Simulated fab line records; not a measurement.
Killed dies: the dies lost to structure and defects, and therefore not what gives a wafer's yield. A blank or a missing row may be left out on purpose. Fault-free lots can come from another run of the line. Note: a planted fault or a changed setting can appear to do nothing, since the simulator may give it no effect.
Matching of chambers    flow n5 finfet    3 sister chambers for N5_BEOL_M6_PECVD_70 on pecvd-02
The step deposits SiO2 from TEOS/O2, target thk 20 nm, time 22.7 s. 3 wafers are shown with their chamber, then 9 later ones without.

## WAFERS PAIRED WITH THEIR CHAMBERS
wafer   chamber  heater power w (W)
L085.6  1        706
L090.1  0        691
L090.6  2        964

## WAFERS WHOSE CHAMBER IS MISSING
wafer   heater power w (W)
L091.1  729
L091.2  930
L091.3  658
L096.1  676
L096.4  855
L096.5  675
L086.3  714
L086.4  739
L086.5  854

## WHICH CHAMBER EACH WENT THROUGH
wafer   from the rows above           in truth
L091.1  can't be placed: 1 or 0       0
L091.2  2                             2
L091.3  can't be placed: 0 or 1       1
L096.1  can't be placed: 0 or 1       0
L096.4  can't be placed: 2 or 1 or 0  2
L096.5  can't be placed: 0 or 1       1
L086.3  can't be placed: 1 or 0       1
L086.4  can't be placed: 1 or 0       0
L086.5  can't be placed: 2 or 1 or 0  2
Correctly placed: 1 of 9. Cannot be placed on the basis of these rows: 8; the candidates contain the true chamber in 8. 0 placed wrongly.
How it was worked out, from the rows above alone: a wafer's distance from a chamber is the root of the sum, over the readings, of the square of ((its reading less the chamber's mean) divided by the reading's scatter). The wafer belongs to the nearest chamber; if the next one is less than 2 further off, it can't be placed. For every chamber, the mean is computed from those of its wafers that are shown. The scatter: with one shown wafer a chamber, the root of the mean of the squares of how far each hidden wafer lies from its nearest shown one.
